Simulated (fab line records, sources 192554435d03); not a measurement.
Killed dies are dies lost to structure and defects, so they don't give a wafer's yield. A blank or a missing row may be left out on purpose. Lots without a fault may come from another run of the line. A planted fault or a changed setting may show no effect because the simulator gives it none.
fab line records | flow n5_finfet
record lots=9 wafers=26 last_day=18
route steps=1938 shown MOL_CONTACT_COAG@586 BEOL_M4@1111 PASSIVATION@1936
lots that met no fault: from a run of the same line without faults
start_h: hours from the record's first day to the start of the lot's first wafer shown | wait_h: hours since the lot's step before | " the same as in the row above | L1.1+2: a row that stands for several wafers | - no value, or no start given | * or withheld: withheld | < > ~ a bound
route shown NAME@n: a module of which the file shows steps, and the number in the route of the first | usual: mean/standard deviation of fault-free wafers | same: alike in all rows | chamber/n: place in a boat | sites: the reading at each site | _std_site: their standard deviation | _edge_site: outer sites' mean less inner sites' | radius_mm: how far each site lies from the wafer's centre | mask NAME#n: copy n | behind: the tool/chamber that last shaped the wafer | hold: why the lot was held/for how many hours/how that ended | device: the transistor (n, p or np) that didn't switch | end of line: the same wafers' tests at the end of the route | a step without rows: its recipe alone | killed: dies lost to structure and defects at the first sort, not the wafer's yield | map: a wafer's dies, x killed, . not, _ none there
set.NAME: the setting as run; set.NAME@STEP: as run at that earlier step | model.NAME: the simulator's own value behind a step, which no gauge read
steps of the route over a sample of lots; a table a step, a row a wafer
services: from which hour (start_h, from the record's first day; less than 0 if before it) a tool's chamber was out of use, for how many hours, and why
## steps
# step N5_MOL_CONTACT_COAG_VIA_ETCH_46
# recipe chemistry=C4F6/O2 target_depth_a=460 overetch_a=92 mask_material=SOC target=SiO2 bias_w=455 pressure_mtorr=10 time_s=40 source_w=325 Ar_flow_sccm=300 C4F6_flow_sccm=10 O2_flow_sccm=10 ion_energy_ev=575.3 ends=end_point
# usual drypump_motor_current_A=5.8/0.43 oes_product_au=0.73/0.073 rf_vpp_V=1595/31 showerhead_plenum_p_Torr=2.86/0.093 throttle_valve_pct=40.66/0.28
# columns lot.wafer tool chamber start_h wait_h drypump_motor_current_A oes_product_au rf_hours_counter_h rf_vpp_V showerhead_plenum_p_Torr throttle_valve_pct
L492.2 rie_diel-02 2 112.79 0.0 6.2 0.75 53 1543 2.97 40.38
L492.5 " 3 " " 5.7 0.62 - 1642 2.90 40.87
L492.6 " 0 " " 5.8 0.67 - 1633 2.72 40.59
L493.2 rie_diel-04 3 115.74 0.0 6.5 0.65 177 1597 2.92 41.02
L493.3 " 0 " " 5.2 0.60 242 1637 2.79 40.31
L493.6 " 3 " " 6.5 0.65 - 1596 2.92 41.03
L497.3 rie_diel-05 1 146.60 0.0 5.6 0.78 35 1583 2.77 41.01
L497.4 " 2 " " 6.5 0.63 230 1565 2.93 40.97
L497.6 " 1 " " 5.6 0.77 - 1584 2.77 41.00
L502.1 rie_diel-02 3 170.15 0.0 5.7 0.82 13 1642 2.90 40.76
L502.3 " 0 " " 5.8 0.65 187 1632 2.71 40.61
L502.4 " 2 " " 6.2 0.73 75 1542 2.96 40.39
L503.3 rie_diel-04 2 174.18 0.0 5.8 0.62 238 1592 2.79 40.82
L503.4 " 3 " " 6.5 0.64 - 1594 2.91 41.05
L503.5 " 2 " " 5.8 0.62 - 1592 2.79 40.83
L504.3 rie_diel-05 0 181.93 0.0 5.8 0.82 26 1570 2.77 40.78
L504.4 " 2 " " 6.6 0.62 242 1564 2.93 40.99
L507.3 rie_diel-05 3 206.15 0.0 5.2 0.76 43 1596 3.02 40.93
L507.5 " 3 " " 5.2 0.78 - 1597 3.02 40.95
L507.6 " 2 " " 6.5 0.62 - 1564 2.92 40.99
L508.1 rie_diel-04 1 221.68 0.0 5.3 0.77 53 1606 2.88 40.62
L508.2 " 3 " " 6.5 0.64 218 1595 2.90 41.06
L508.3 " 0 " " 5.2 0.83 9 1636 2.78 40.37
L513.1 rie_diel-02 0 235.52 0.0 5.8 0.62 210 1632 2.70 40.60
L513.3 " 3 " " 5.7 0.77 35 1641 2.89 40.74
L513.6 " 0 " " 5.8 0.64 - 1632 2.70 40.61
# step N5_MOL_CONTACT_COAG_ETCH_66
# recipe chemistry=CF4 target=SiARC target_depth_a=130 mask_material=CAR-EUV time_s=21.7 ion_energy_ev=80 pressure_mtorr=40 source_w=545 bias_w=36 Ar_flow_sccm=100 cf4_flow_sccm=100 ends=cleared
# usual drypump_motor_current_A=5.8/0.46 etch_rf_on_time_s=21.6/0.33 oes_product_au=0.70/0.078 rf_vpp_V=184.3/1.3 showerhead_plenum_p_Torr=2.16/0.071 throttle_valve_pct=15.51/0.23
# columns lot.wafer tool chamber start_h wait_h drypump_motor_current_A etch_rf_on_time_s oes_product_au rf_hours_counter_h rf_vpp_V showerhead_plenum_p_Torr throttle_valve_pct
L492.2 rie_diel-05 2 113.79 0.0 6.5 21.8 0.61 218 183.9 2.21 15.99
L492.5 " 1 " " 5.6 21.4 0.77 - 182.0 2.10 15.51
L492.6 " 2 " " 6.5 21.9 0.60 - 184.0 2.21 15.99
L493.2 rie_diel-05 3 116.69 0.0 5.2 21.4 0.80 13 185.8 2.29 15.48
L493.3 " 1 " " 5.6 21.2 0.76 24 185.5 2.10 15.53
L493.6 " 1 " " 5.7 21.4 0.76 - 182.8 2.10 15.52
L497.3 rie_diel-04 0 147.48 0.0 5.2 21.7 0.57 252 182.4 2.12 15.56
L497.4 " 3 " " 6.5 21.7 0.62 186 184.7 2.21 15.61
L497.6 " 0 " " 5.2 21.5 0.57 - 184.1 2.12 15.55
L502.1 rie_diel-02 2 171.22 0.0 6.2 21.6 0.70 76 184.2 2.24 15.35
L502.3 " 0 " " 5.8 21.9 0.62 188 182.4 2.04 15.60
L502.4 " 1 " " 5.3 21.8 0.73 52 184.8 2.17 15.43
L503.3 rie_diel-05 1 175.22 0.0 5.6 21.2 0.74 45 182.6 2.09 15.56
L503.4 " 3 " " 5.2 21.5 0.76 33 185.1 2.28 15.53
L503.5 " 3 " " 5.2 21.6 0.76 - 186.9 2.28 15.50
L504.3 rie_diel-04 3 182.89 0.0 6.5 21.7 0.61 204 185.4 2.20 15.66
L504.4 " 1 " " 5.4 21.1 0.76 - 184.8 2.17 15.35
L507.3 rie_diel-05 3 207.11 0.0 5.2 21.4 0.74 43 185.0 2.28 15.54
L507.5 " 3 " " 5.2 21.6 0.75 - 184.2 2.28 15.54
L507.6 " 0 " " 5.7 21.7 0.75 - 183.8 2.08 15.36
L508.1 rie_diel-04 3 222.54 0.0 6.5 22.0 0.60 218 185.4 2.19 15.69
L508.2 " 0 " " 5.2 21.8 0.78 10 184.4 2.11 15.09
L508.3 " 1 " " 5.4 21.5 0.74 53 185.8 2.17 15.39
L513.1 rie_diel-05 2 236.37 0.0 6.5 21.5 0.85 2 185.1 2.20 15.55
L513.3 " 0 " " 5.8 21.5 0.74 48 181.8 2.08 15.39
L513.6 " 2 " " 6.5 21.3 0.86 - 184.8 2.20 15.57
# step N5_MOL_CONTACT_COAG_ALD_133
# recipe material=SiO2 target_thk_a=50 temp_c=100 ald_precursor_family=BDEAS ald_co_reactant=O2-plasma pulse_time_s=1 co_reactant_pulse_time_s=1 purge_time_s=2 co_reactant_purge_time_s=2 ald_cycles=35 pressure_torr=2
# usual ald_cycles=35/0 heater_power_w=72/5.9 precursor_pulse_height_rel=1.002/0.019
# same pulse_time_s=1
# columns lot.wafer tool chamber start_h wait_h ald_cycles heater_power_w precursor_pulse_height_rel since_wet_clean_h
L492.2 ald_sin-02 1 113.87 0.1 35 69 1.008 15
L492.5 " 0 " " 35 72 0.999 -
L492.6 " 3 " " 35 68 1.036 -
L493.2 ald_sin-01 0 117.04 0.3 35 64 0.996 306
L493.3 " 3 " " 35 80 1.010 306
L493.6 " 2 " " 35 82 0.999 -
L497.3 ald_sin-02 3 147.56 0.1 26 69 0.942 48
L497.4 " 1 " " 26 68 0.992 48
L497.6 " 3 " " 35 71 0.985 -
L502.1 ald_sin-01 1 171.30 0.1 35 77 1.040 361
L502.3 " 2 " " 35 79 0.962 361
L502.4 " 3 " " 35 85 1.035 361
L503.3 ald_sin-02 3 175.30 0.1 26 71 1.001 76
L503.4 " 0 " " 26 72 0.979 76
L503.5 " 2 " " 35 67 1.021 -
L504.3 ald_sin-02 3 184.88 2.0 26 70 1.002 86
L504.4 " 2 " " 26 68 0.980 86
L507.3 ald_sin-01 0 207.19 0.1 35 64 1.036 15
L507.5 " 1 " " 35 79 1.013 -
L507.6 " 0 " " 35 65 1.021 -
L508.1 ald_sin-01 0 222.62 0.1 35 66 1.035 31
L508.2 " 1 " " 35 78 0.976 31
L508.3 " 2 " " 35 84 1.036 31
L513.1 ald_sin-02 0 236.45 0.1 35 72 0.983 137
L513.3 " 3 " " 35 70 0.986 137
L513.6 " 3 " " 35 70 1.024 -
# step N5_MOL_CONTACT_COAG_STRIP_49
# recipe chemistry=N2/H2 time_s=30 power_w=1000 temp_c=250 pressure_mtorr=withheld n2_flow_sccm=1750 h2_flow_sccm=3250
# usual drypump_motor_current_A=5.8/0.58 heater_power_w=355/44
# columns lot.wafer tool chamber start_h wait_h drypump_motor_current_A heater_power_w rf_hours_counter_h
L492.2 plasma_asher-01 1 114.68 - 5.0 313 105
L492.5 " 1 " " 4.9 313 -
L492.6 " 0 " " 6.2 341 -
L493.2 plasma_asher-01 1 117.58 - 5.0 316 105
L493.3 " 0 " " 6.2 335 -
L493.6 " 1 " " 5.0 314 -
L497.3 plasma_asher-01 1 148.18 - 4.9 305 -
L497.4 " 0 " " 6.2 336 -
L497.6 " 1 " " 4.9 311 -
L502.1 plasma_asher-02 1 172.01 - 6.4 427 51
L502.3 " 0 " " 5.7 383 -
L502.4 " 1 " " 6.4 417 -
L503.3 plasma_asher-02 0 176.27 - 5.7 392 -
L503.4 " 1 " " 6.4 427 -
L503.5 " 1 " " 6.4 427 -
L504.3 plasma_asher-02 1 185.53 - 6.3 423 -
L504.4 " 0 " " 5.7 387 -
L507.3 plasma_asher-01 1 207.75 - 5.0 312 -
L507.5 " 0 " " 6.2 334 -
L507.6 " 1 " " 5.0 309 -
L508.1 plasma_asher-01 0 223.25 - 6.2 347 124
L508.2 " 1 " " 4.9 312 124
L508.3 " 0 " " 6.2 326 -
L513.1 plasma_asher-01 1 237.00 - 4.9 306 126
L513.3 " 0 " " 6.2 343 -
L513.6 " 0 " " 6.2 337 -
# step N5_BEOL_M4_RC_MEAS_101
# usual DIBL_N=36.2/1.6 DIBL_P=36.5/1.9 IOFF_N=0.158/0.027 IOFF_P=0.21/0.038 ION_N=675/12 ION_P=464/8.9 SS_N=71.5/0.61 SS_P=73.4/0.59 VT_N=250.4/3 VT_P=-250/3.6
# columns lot.wafer tool chamber start_h wait_h DIBL_N[mV/V] DIBL_P[mV/V] IOFF_N[nA/um] IOFF_P[nA/um] ION_N[uA/um] ION_P[uA/um] SS_N[mV/dec] SS_P[mV/dec] VT_N[mV] VT_P[mV]
L492.2 prober-01 0 170.34 0.2 35.1 35.1 0.140 0.18 670 458 71.4 73.4 250.7 -254
L492.5 " 0 " " 34.4 34.7 0.130 0.18 663 461 70.9 73.1 255.0 -254
L492.6 " 0 " " 34.1 33.3 0.114 0.16 656 449 71.2 72.0 254.7 -255
L493.2 prober-01 0 185.63 0.2 36.9 36.6 0.154 0.22 666 461 72.4 73.5 254.4 -251
L493.3 " 0 " " 38.4 37.3 0.171 0.22 669 461 71.9 74.1 251.4 -252
L493.6 " 0 " " 36.7 35.5 0.148 0.20 670 458 71.7 72.9 253.9 -252
L497.3 prober-01 0 211.01 0.3 34.9 34.8 0.129 0.20 673 465 71.5 73.4 255.7 -249
L497.4 " 0 " " 34.2 34.6 0.121 0.19 665 461 71.3 72.7 254.4 -251
L497.6 " 0 " " 36.7 37.9 0.165 0.25 685 474 72.1 73.2 248.9 -245
L503.3 prober-02 0 249.91 0.3 36.5 35.8 0.149 0.23 669 466 72.0 73.0 250.0 -248
L503.4 " 0 " " 35.6 35.8 0.133 0.24 668 473 71.4 73.2 252.2 -245
L503.5 " 0 " " 36.6 36.3 0.158 0.24 687 477 71.9 73.9 248.9 -247
L502.1 prober-02 0 251.76 0.0 34.4 33.6 0.128 0.15 658 446 70.3 72.3 251.3 -258
L502.3 " 0 " " 37.1 37.9 0.175 0.22 672 456 71.5 74.1 248.8 -250
L502.4 " 0 " " 36.1 35.3 0.154 0.17 674 456 71.2 72.9 248.4 -251
L504.3 prober-01 0 255.56 0.3 39.3 40.7 0.232 0.31 699 480 72.4 74.5 243.7 -241
L504.4 " 0 " " 38.4 39.7 0.198 0.31 686 474 71.0 74.5 244.2 -240
L507.3 prober-01 0 279.92 0.3 36.6 37.1 0.172 0.21 666 463 72.4 72.5 249.4 -252
L507.5 " 0 " " 37.2 37.6 0.176 0.22 669 458 72.7 74.3 250.6 -252
L507.6 " 0 " " 35.2 36.7 0.142 0.20 673 462 71.5 73.6 252.4 -253
L508.1 prober-01 0 281.24 0.0 35.9 35.2 0.144 0.20 699 475 71.7 73.5 248.9 -250
L508.2 " 0 " " 37.0 37.2 0.162 0.23 691 467 71.6 74.1 248.4 -251
L508.3 " 0 " " 38.6 40.1 0.212 0.30 705 488 72.1 74.0 245.7 -242
L513.1 prober-01 0 313.01 0.0 38.4 38.9 0.223 0.30 690 478 73.0 74.6 246.9 -245
L513.3 " 0 " " 36.2 36.3 0.157 0.23 666 461 71.9 73.7 252.2 -248
L513.6 " 0 " " 36.0 35.3 0.158 0.21 675 461 71.6 72.9 252.8 -252
# step N5_PASSIVATION_PROBE_49
# usual defect_limited_yield=91.3/1.7 killed_at_M0_to_M3=33/11 killed_at_M4_up=14/5.5 killed_at_contacts=13/6.5 killed_at_front_end=39/13 killed_at_other=3.4/2.9 killed_dies=103/20 killed_on_rim=14/4.3 killed_open=69/15 killed_short=32/8.1 sort_bin_5_function=5.1/1.1 sort_bin_6_memory=3.3/0.74 sort_bin_8_speed=0.00/0.014 sort_n_pass=1077/20 sort_yield_pct=91.3/1.7
# same gross_dies=1180 killed_at_back_side=0 sort_bin_4_leakage[%]=0
# columns lot.wafer tool chamber start_h wait_h defect_limited_yield[%] killed_at_M0_to_M3 killed_at_M4_up killed_at_contacts killed_at_front_end killed_at_other killed_dies killed_on_rim killed_open killed_short sort_bin_5_function[%] sort_bin_6_memory[%] sort_bin_8_speed[%] sort_n_pass sort_yield_pct[%]
L492.2 prober-02 - 282.12 0.1 92.7 23 14 16 33 0 86 22 62 23 4.6 2.4 0 1094 92.7
L492.5 prober-02 - 282.27 0.2 91.3 34 12 15 42 0 103 10 72 31 5.3 3.1 0 1077 91.3
L492.6 prober-02 - 282.32 0.3 93.1 31 12 10 27 2 82 8 50 30 4.7 2.1 0 1098 93.1
L497.3 prober-01 - 331.01 0.1 60.6 30 17 372 36 10 465 64 62 37 5.2 2.8 0 715 60.6
L497.4 prober-01 - 331.06 0.2 60.8 42 15 368 36 1 462 52 83 26 5.4 3.6 0 718 60.8
L497.6 prober-01 - 331.16 0.3 90.5 30 14 14 50 4 112 18 77 32 5.6 3.2 0 1068 90.5
L503.3 prober-01 - 355.47 0.1 63.2 8 11 371 31 13 434 52 47 21 3.5 2.4 0 746 63.2
L503.4 prober-01 - 355.52 0.2 63.3 29 10 355 33 6 433 60 53 26 4.3 2.2 0 747 63.3
L503.5 prober-01 - 355.57 0.2 91.6 35 7 7 41 9 99 10 60 37 5.1 3.0 0 1081 91.6
L504.3 prober-01 - 362.38 0.1 61.5 22 12 385 32 3 454 51 51 24 3.5 2.5 0 726 61.5
L504.4 prober-01 - 362.43 0.2 60.5 24 14 358 69 1 466 66 77 34 5.9 3.6 0 714 60.5
# killed by level:class
L492.2 MOL_CONTACT_COAG:geometric_particle:open=14 BEOL_M4:geometric_particle:open=7 STI_FIN_REVEAL:geometric_particle:open=6 BEOL_M1:geometric_particle:open=6 FIN_SAQP:geometric_particle:open=5 BEOL_M0_SAQP:geometric_particle:short=4 FIN_SAQP:geometric_particle:short=3 DUMMY_GATE:geometric_particle:open=3
L492.5 STI_FIN_REVEAL:geometric_particle:open=16 MOL_CONTACT_COAG:geometric_particle:open=13 BEOL_M0_SAQP:geometric_particle:short=10 BEOL_M0_SAQP:geometric_particle:open=8 FIN_SAQP:geometric_particle:open=6 GATE_CUT:geometric_particle:short=6 BEOL_M2:geometric_particle:open=5 DUMMY_GATE:geometric_particle:open=4
L492.6 FIN_SAQP:geometric_particle:short=7 BEOL_M2:geometric_particle:open=7 MOL_CONTACT_COAG:geometric_particle:open=6 BEOL_M0_SAQP:geometric_particle:short=6 DUMMY_GATE:geometric_particle:open=5 BEOL_M0:geometric_particle:open=5 BEOL_M4:geometric_particle:open=5 STI_FIN_REVEAL:geometric_particle:open=4
L497.3 MOL_CONTACT_COAG:area_ald=366 FIN_SAQP:geometric_particle:open=8 BEOL_M4:geometric_particle:open=8 BEOL_M3:geometric_particle:open=7 GATE_CUT:geometric_particle:open=6 FIN_SAQP:geometric_particle:short=5 GATE_CUT:geometric_particle:short=5 MOL_CONTACT_COAG:geometric_particle:open=5
L497.4 MOL_CONTACT_COAG:area_ald=353 MOL_CONTACT_COAG:geometric_particle:open=14 STI_FIN_REVEAL:geometric_particle:open=11 BEOL_M0_SAQP:geometric_particle:open=9 BEOL_M0_SAQP:geometric_particle:short=9 BEOL_M2:geometric_particle:open=7 BEOL_M4:geometric_particle:open=7 FIN_SAQP:geometric_particle:open=6
L497.6 FIN_SAQP:geometric_particle:open=16 MOL_CONTACT_COAG:geometric_particle:open=11 GATE_CUT:geometric_particle:short=8 BEOL_M0_SAQP:geometric_particle:open=8 BEOL_M3:geometric_particle:open=6 BEOL_M4:geometric_particle:open=6 FIN_SAQP:geometric_particle:short=5 GATE_CUT:geometric_particle:open=5
L503.3 MOL_CONTACT_COAG:area_ald=365 STI_FIN_REVEAL:geometric_particle:open=7 DUMMY_GATE:geometric_particle:open=6 FIN_SAQP:geometric_particle:open=4 BEOL_M4:geometric_particle:short=4 PAD_METAL:geometric_particle:open=4 MOL_CONTACT_COAG:geometric_particle:short=3 MOL_CONTACT_COAG:geometric_particle:open=3
L503.4 MOL_CONTACT_COAG:area_ald=353 BEOL_M2:geometric_particle:open=14 FIN_SAQP:geometric_particle:open=7 FIN_SAQP:geometric_particle:short=6 DUMMY_GATE:geometric_particle:open=6 GATE_CUT:geometric_particle:short=4 BEOL_M1:geometric_particle:open=4 BEOL_M0_SAQP:geometric_particle:open=3
L503.5 FIN_SAQP:geometric_particle:short=9 DUMMY_GATE:geometric_particle:open=9 BEOL_M0_SAQP:geometric_particle:short=8 BEOL_M3:geometric_particle:open=8 MOL_CONTACT_COAG:geometric_particle:open=7 BEOL_M1:geometric_particle:open=7 FIN_SAQP:geometric_particle:open=5 GATE_CUT:geometric_particle:short=5
L504.3 MOL_CONTACT_COAG:area_ald=378 BEOL_M1:geometric_particle:open=9 BEOL_M0_SAQP:geometric_particle:open=6 STI_FIN_REVEAL:geometric_particle:open=5 MOL_CONTACT_COAG:geometric_particle:open=5 BEOL_M4:geometric_particle:open=5 FIN_SAQP:geometric_particle:open=4 DUMMY_GATE:geometric_particle:open=4
L504.4 MOL_CONTACT_COAG:area_ald=349 STI_FIN_REVEAL:geometric_particle:open=15 STARTING-WAFER:geometric_particle:short=10 GATE_CUT:geometric_particle:short=9 BEOL_M1:geometric_particle:open=9 GATE_CUT:geometric_particle:open=9 MOL_CONTACT_COAG:geometric_particle:open=9 BEOL_M3:geometric_particle:open=6
## services
# columns tool chamber start_h hours kind
ald_sin-01 1 92.58 4.3 repair
rie_diel-02 - 93.56 0.3 repair
ald_sin-02 0 99.25 - clean
ald_sin-02 1 99.25 - clean
ald_sin-02 2 99.25 - clean
rie_diel-04 0 163.15 - clean
rie_diel-04 0 163.15 - consumable_replace:focus_ring
rie_diel-04 0 163.15 21.2 scheduled_down
rie_diel-04 0 163.15 21.2 vent_cycle
rie_diel-04 2 165.46 6.9 repair
plasma_asher-01 - 170.20 11.7 repair
ald_sin-01 - 178.05 14.0 pm
plasma_asher-02 - 203.15 3.0 repair
rie_diel-05 2 206.62 - clean
rie_diel-05 2 206.62 - consumable_replace:focus_ring
rie_diel-05 2 206.62 23.4 scheduled_down
rie_diel-05 2 206.62 23.4 vent_cycle
rie_diel-04 0 212.51 4.9 repair
rie_diel-04 2 214.43 1.4 repair
rie_diel-04 2 217.64 - clean
rie_diel-04 2 217.64 - consumable_replace:focus_ring
rie_diel-04 2 217.64 18.5 scheduled_down
rie_diel-04 2 217.64 18.5 vent_cycle
ald_sin-01 2 226.88 7.2 repair
## key
first_sign step=N5_MOL_CONTACT_COAG_ALD_133 reading=ald_cycles direction=down sigmas=99+ usual=* struck=*
effect step=N5_PASSIVATION_PROBE_49 reading=killed_at_contacts direction=up sigmas=55 usual=13 struck=368
more_kills_born_at N5_MOL_CONTACT_COAG_ALD_133@ald_sin-02=2164
met_at N5_MOL_CONTACT_COAG_ALD_133
struck_lots L497,L503,L504
struck_wafers L497.3,L497.4,L503.3,L503.4,L504.3,L504.4
not_acting_at N5_MOL_CONTACT_COAG_VIA_ETCH_46,N5_MOL_CONTACT_COAG_ETCH_66,N5_MOL_CONTACT_COAG_STRIP_49
onset_between 113.87 147.56
fault kind=process_parameter_drift tool=ald_sin-02 chamber=- onset_h=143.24 steps=N5_MOL_CONTACT_COAG_ALD_133 channel=ald_cycles offset=* shape=step end_h=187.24 scope=struck_wafers_only acts_in=* stated=*
